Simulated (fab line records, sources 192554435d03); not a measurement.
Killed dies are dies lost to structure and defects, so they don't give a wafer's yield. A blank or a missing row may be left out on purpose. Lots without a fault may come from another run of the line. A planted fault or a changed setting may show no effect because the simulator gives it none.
Which tool did it? | flow n5_finfet | 8 lots, 24 wafers sampled, at 6 steps of a route of 1938

WHAT THE GAUGES READ, wafer by wafer
N5_BEOL_M4_RC_MEAS_101. Usual: DIBL_N 36.3 mV/V, standard deviation 1.7; DIBL_P 36.5 mV/V, standard deviation 1.8; IOFF_N 0.16 nA/um, standard deviation 0.033; IOFF_P 0.21 nA/um, standard deviation 0.037; ION_N 675 uA/um, standard deviation 11; ION_P 462 uA/um, standard deviation 7.9; SS_N 71.6 mV/dec, standard deviation 0.64; SS_P 73.3 mV/dec, standard deviation 0.68; VT_N 249 mV, standard deviation 3.3; VT_P -250 mV, standard deviation 3.3.
lot  | measured     | on        | DIBL_N (mV/V)  | DIBL_P (mV/V)  | IOFF_N (nA/um) | IOFF_P (nA/um) | ION_N (uA/um) | ION_P (uA/um) | SS_N (mV/dec)  | SS_P (mV/dec)  | VT_N (mV)   | VT_P (mV)      | flag
L946 | day 8 14:43  | prober-01 | 36.4 38.2 37.6 | 35.8 38.6 37.2 | 0.15 0.19 0.16 | 0.22 0.26 0.24 | 672 682 671   | 463 470 466   | 72.0 71.9 72.3 | 72.9 74.6 74.0 | 249 245 250 | -248 -246 -245 |
L952 | day 10 07:21 | prober-01 | 34.9 35.6 33.3 | 35.2 36.8 33.1 | 0.15 0.16 0.12 | 0.22 0.23 0.19 | 679 675 690   | 467 467 479   | 71.0 71.6 70.1 | 73.7 74.1 72.8 | 249 249 254 | -250 -248 -249 |
L953 | day 10 09:15 | prober-01 | 35.8 35.6 34.2 | 36.3 34.7 33.9 | 0.16 0.15 0.13 | 0.20 0.17 0.17 | 684 666 657   | 464 450 448   | 71.3 71.1 71.1 | 72.9 72.7 72.1 | 249 249 251 | -251 -253 -253 |
L954 | day 10 15:11 | prober-02 | 37.2 37.7 35.5 | 37.8 39.0 36.4 | 0.19 0.19 0.16 | 0.25 0.27 0.23 | 685 675 683   | 472 466 475   | 72.0 72.6 71.1 | 72.9 73.8 73.1 | 246 246 249 | -244 -247 -248 |
L958 | day 11 18:43 | prober-02 | 38.3 37.4 39.3 | 38.1 36.6 38.4 | 0.17 0.15 0.17 | 0.20 0.19 0.20 | 681 660 661   | 455 457 450   | 72.2 72.0 73.0 | 74.4 73.6 73.8 | 250 252 251 | -254 -255 -253 |
L960 | day 12 06:17 | prober-02 | 37.0 38.2 37.9 | 38.3 39.1 38.9 | 0.22 0.23 0.24 | 0.22 0.23 0.23 | 705 686 683   | 462 456 458   | 72.0 72.5 72.2 | 73.2 73.7 73.6 | 243 244 240 | -251 -248 -250 |
L962 | day 13 00:05 | prober-02 | 33.4 35.3 34.3 | 33.1 34.8 33.9 | 0.13 0.16 0.14 | 0.17 0.19 0.18 | 682 677 672   | 465 462 459   | 71.4 71.3 71.9 | 72.7 73.6 73.2 | 251 247 250 | -254 -251 -252 |
L963 | day 13 03:38 | prober-02 | 40.0 38.2 37.6 | 40.9 38.7 37.9 | 0.28 0.23 0.21 | 0.27 0.24 0.22 | 717 695 687   | 475 461 459   | 72.9 73.1 71.7 | 74.6 74.5 73.4 | 241 242 245 | -250 -249 -251 |

WHICH TOOL RAN EACH LOT (tool, then ch and the chambers of the sampled wafers, then the start)
lot  | N5_MOL_CONTACT_COAG_ETCH_15       | N5_MOL_CONTACT_COAG_STRIP_98      | N5_MOL_CONTACT_COAG_CMP_28    | N5_MOL_CONTACT_COAG_COAT_77       | N5_MOL_CONTACT_COAG_ETCH_89
L946 | rie_diel-06 ch 0,1,3, day 5 15:29 | rie_diel-06 ch 0,1,3, day 5 15:35 | cmp-03 ch 1,2,3, day 5 23:21  | litho_track-04 ch 0, day 6 00:29  | rie_diel-01 ch 0,1,3, day 6 00:58
L952 | rie_diel-01 ch 0,2, day 7 06:43   | rie_diel-01 ch 0,2, day 7 06:49   | cmp-01 ch 1,2, day 7 14:37    | litho_track-02 ch 0, day 7 15:38  | rie_diel-06 ch 0,3, day 7 16:05
L953 | rie_diel-01 ch 0,2,3, day 7 13:31 | rie_diel-01 ch 0,2,3, day 7 13:38 | cmp-03 ch 0,2,3, day 7 22:35  | litho_track-02 ch 0, day 7 23:29  | rie_diel-01 ch 0,2, day 8 00:04
L954 | rie_diel-01 ch 0,1,2, day 7 17:20 | rie_diel-01 ch 0,1,2, day 7 17:26 | cmp-01 ch 1,2,3, day 8 01:53  | litho_track-05 ch 0, day 8 02:48  | rie_diel-03 ch 0,1,2, day 8 03:22
L958 | rie_diel-06 ch 1,2,3, day 8 22:12 | rie_diel-06 ch 1,2,3, day 8 22:18 | cmp-02 ch 0,1,2, day 9 07:42  | litho_track-05 ch 0, day 9 08:36  | rie_diel-06 ch 1,2,3, day 9 09:14
L960 | rie_diel-06 ch 2,3, day 9 08:15   | rie_diel-06 ch 2,3, day 9 08:22   | cmp-03 ch 0,1,2, day 9 14:42  | litho_track-04 ch 0, day 9 15:37  | rie_diel-01 ch 0,1,2, day 9 16:03
L962 | rie_diel-03 ch 0,2,3, day 9 18:34 | rie_diel-03 ch 0,2,3, day 9 18:40 | cmp-03 ch 0,2,3, day 10 02:44 | litho_track-04 ch 0, day 10 03:38 | rie_diel-06 ch 0,1,2, day 10 04:22
L963 | rie_diel-06 ch 0,1, day 9 23:30   | rie_diel-06 ch 0,1, day 9 23:37   | cmp-02 ch 2,3, day 10 08:09   | litho_track-05 ch 0, day 10 09:04 | rie_diel-06 ch 0,2,3, day 10 10:36
- N5_MOL_CONTACT_COAG_ETCH_15: etches SiNx in CH3F/O2, stops on Si:P, target depth 7 nm.
- N5_MOL_CONTACT_COAG_STRIP_98: strips in N2/H2.
- N5_MOL_CONTACT_COAG_CMP_28: polishes, stops on SiNx, t overpolish 0.85 s, target thk 14.522 nm.
- N5_MOL_CONTACT_COAG_COAT_77: time 60 s, resist thk 10 nm.
- N5_MOL_CONTACT_COAG_ETCH_89: etches underlayer in N2/H2, target depth 13 nm, time 10.4 s.

WHAT THE TOOLS THEMSELVES READ (means of the sampled wafers that have a number; where no wafer has one, the mark that the record gives instead)
N5_MOL_CONTACT_COAG_ETCH_15. Usual: drypump_motor_current_A 5.5 A, standard deviation 0.49; oes_f_703_au 0.79 a.u., standard deviation 0.069; oes_product_au 0.58 a.u., standard deviation 0.052; rf_vpp_V 298 V, standard deviation 4.2; showerhead_plenum_p_Torr 2.01 Torr, standard deviation 0.073; throttle_valve_pct 16.34 %, standard deviation 0.25.
lot  | tool        | drypump_motor_current_A (A) | oes_f_703_au (a.u.) | oes_product_au (a.u.) | rf_vpp_V (V) | showerhead_plenum_p_Torr (Torr) | throttle_valve_pct (%) | flag
L946 | rie_diel-06 | 5.1                         | 0.79                | 0.59                  | 297          | 2.01                            | 16.23                  |
L952 | rie_diel-01 | 5.3                         | 0.77                | 0.57                  | 295          | 2.06                            | 16.58                  |
L953 | rie_diel-01 | 5.7                         | 0.80                | 0.58                  | 299          | 2.07                            | 16.37                  |
L954 | rie_diel-01 | 5.5                         | 0.84                | 0.61                  | 295          | 2.02                            | 16.41                  |
L958 | rie_diel-06 | 5.2                         | 0.79                | 0.59                  | 301          | 1.96                            | 16.24                  |
L960 | rie_diel-06 | 5.1                         | 0.80                | 0.59                  | 301          | 1.92                            | 16.26                  |
L962 | rie_diel-03 | 5.9                         | 0.76                | 0.56                  | 299          | 2.00                            | 16.46                  |
L963 | rie_diel-06 | 5.2                         | 0.75                | 0.55                  | 298          | 2.03                            | 16.43                  |

N5_MOL_CONTACT_COAG_STRIP_98. Usual: bias_power_w 8.001 W, standard deviation 0.021; drypump_motor_current_A 5.5 A, standard deviation 0.49; n2_flow_sccm 300.0 sccm, standard deviation 0.95; oes_product_au 0.80 a.u., standard deviation 0.073; rf_vpp_V 53.9 V, standard deviation 1.6; showerhead_plenum_p_Torr 3.38 Torr, standard deviation 0.12; throttle_valve_pct 19.06 %, standard deviation 0.27.
lot  | tool        | bias_power_w (W) | drypump_motor_current_A (A) | n2_flow_sccm (sccm) | oes_product_au (a.u.) | rf_vpp_V (V) | showerhead_plenum_p_Torr (Torr) | throttle_valve_pct (%) | flag
L946 | rie_diel-06 | 8.001            | 5.1                         | 300.3               | 0.81                  | 52.2         | 3.39                            | 19.17                  |
L952 | rie_diel-01 | 7.994            | 5.3                         | 299.1               | 0.77                  | 53.4         | 3.46                            | 19.17                  |
L953 | rie_diel-01 | 8.016            | 5.8                         | 299.8               | 0.80                  | 54.2         | 3.47                            | 18.94                  |
L954 | rie_diel-01 | 8.006            | 5.5                         | 299.6               | 0.84                  | 53.7         | 3.38                            | 19.06                  |
L958 | rie_diel-06 | 7.992            | 5.1                         | 300.1               | 0.81                  | 51.9         | 3.30                            | 19.12                  |
L960 | rie_diel-06 | 8.015            | 5.1                         | 300.5               | 0.80                  | 55.0         | 3.26                            | 19.24                  |
L962 | rie_diel-03 | 8.005            | 5.9                         | 299.9               | 0.77                  | 54.7         | 3.35                            | 19.07                  |
L963 | rie_diel-06 | 8.001            | 5.3                         | 298.9               | 0.77                  | 53.7         | 3.40                            | 19.10                  |

N5_MOL_CONTACT_COAG_CMP_28. Usual: motor_current_A 12.6 A, standard deviation 1; platen_rpm 51.80 rpm, standard deviation 0.036; time_to_endpoint_s 5.0 s, standard deviation 2.8.
lot  | tool   | motor_current_A (A) | platen_rpm (rpm) | time_to_endpoint_s (s) | flag
L946 | cmp-03 | 12.5                | 51.79            | 2.3                    |
L952 | cmp-01 | 13.0                | 51.78            | 6.4                    |
L953 | cmp-03 | 12.8                | 51.80            | 1.8                    |
L954 | cmp-01 | 12.9                | 51.79            | 6.6                    |
L958 | cmp-02 | 12.4                | 51.83            | 8.6                    |
L960 | cmp-03 | 12.9                | 51.76            | 3.4                    |
L962 | cmp-03 | 12.4                | 51.81            | 3.8                    |
L963 | cmp-02 | 13.0                | 51.80            | 6.4                    |

N5_MOL_CONTACT_COAG_COAT_77. Usual: resist_line_temp_C 23.00 C, standard deviation 0.12; spin_speed_rpm 1500.0 rpm, standard deviation 0.85.
lot  | tool           | resist_line_temp_C (C) | spin_speed_rpm (rpm) | flag
L946 | litho_track-04 | 23.27                  | 1500.5               |
L952 | litho_track-02 | 22.99                  | 1782.6               | OFF
L953 | litho_track-02 | 23.04                  | 1783.7               | OFF
L954 | litho_track-05 | 22.93                  | 1500.2               |
L958 | litho_track-05 | 22.93                  | 1499.3               |
L960 | litho_track-04 | 23.20                  | 1499.6               |
L962 | litho_track-04 | 23.04                  | 1499.3               |
L963 | litho_track-05 | 22.97                  | 1500.5               |

N5_MOL_CONTACT_COAG_ETCH_89. Usual: drypump_motor_current_A 5.5 A, standard deviation 0.48; etch_rf_on_time_s 10.37 s, standard deviation 0.23; n2_flow_sccm 200.0 sccm, standard deviation 0.63; oes_product_au 0.68 a.u., standard deviation 0.061; rf_vpp_V 523.7 V, standard deviation 2.6; showerhead_plenum_p_Torr 2.54 Torr, standard deviation 0.087; throttle_valve_pct 17.88 %, standard deviation 0.24.
lot  | tool        | drypump_motor_current_A (A) | etch_rf_on_time_s (s) | n2_flow_sccm (sccm) | oes_product_au (a.u.) | rf_vpp_V (V) | showerhead_plenum_p_Torr (Torr) | throttle_valve_pct (%) | flag
L946 | rie_diel-01 | 6.0                         | 10.26                 | 200.3               | 0.66                  | 524.3        | 2.57                            | 17.86                  |
L952 | rie_diel-06 | 5.0                         | 9.70                  | 200.3               | 0.67                  | 523.5        | 2.53                            | 17.89                  |
L953 | rie_diel-01 | 5.5                         | 9.62                  | 200.4               | 0.64                  | 525.2        | 2.56                            | 18.05                  | OFF
L954 | rie_diel-03 | 5.6                         | 10.42                 | 199.9               | 0.63                  | 523.2        | 2.50                            | 17.87                  |
L958 | rie_diel-06 | 5.2                         | 10.41                 | 200.0               | 0.68                  | 523.1        | 2.50                            | 17.86                  |
L960 | rie_diel-01 | 5.5                         | 10.45                 | 199.9               | 0.69                  | 525.0        | 2.55                            | 17.99                  |
L962 | rie_diel-06 | 5.2                         | 10.28                 | 199.7               | 0.65                  | 523.8        | 2.54                            | 18.03                  |
L963 | rie_diel-06 | 5.0                         | 10.45                 | 200.4               | 0.66                  | 522.6        | 2.52                            | 18.02                  |

THE ANSWER, worked out from the rows above alone
Rule: a lot is off if the mean of its wafers that have a number lies more than 3 standard deviations from the usual mean. A lot without any number at a reading at which 4 lots or more have one is off too. The other lots that the step has rows for count as sound. The gauges are gone through in route order, then the tools' own readings, and for those a lot's mean is taken as printed above. The first step at which some lot is off is used, and at that step the reading that is off furthest; a lot without a number counts as furthest.
Off: L952, L953, at N5_MOL_CONTACT_COAG_COAT_77 (spin_speed_rpm).
A tool fits if, at that step or a process step before it, it ran every lot that is off, and no sound lot after the first of them. One fits: litho_track-02 at N5_MOL_CONTACT_COAG_COAT_77. It ran no sound lot before its first lot that is off in this sample, so the start can't be narrowed down.
The tool's own readings at N5_MOL_CONTACT_COAG_COAT_77 bear it out: on the lots that are off they differ by more than 5 times the standard deviation of the sound lots' means. spin_speed_rpm reads 1783.2 rpm there against 1499.9 rpm on the sound lots.

WHAT THE SIMULATOR HAD PUT IN
Process parameter drift: litho_track-02, from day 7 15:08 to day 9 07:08, at N5_MOL_CONTACT_COAG_COAT_77. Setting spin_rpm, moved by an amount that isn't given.
Lots struck among those shown: L952, L953. The rule above found the same.
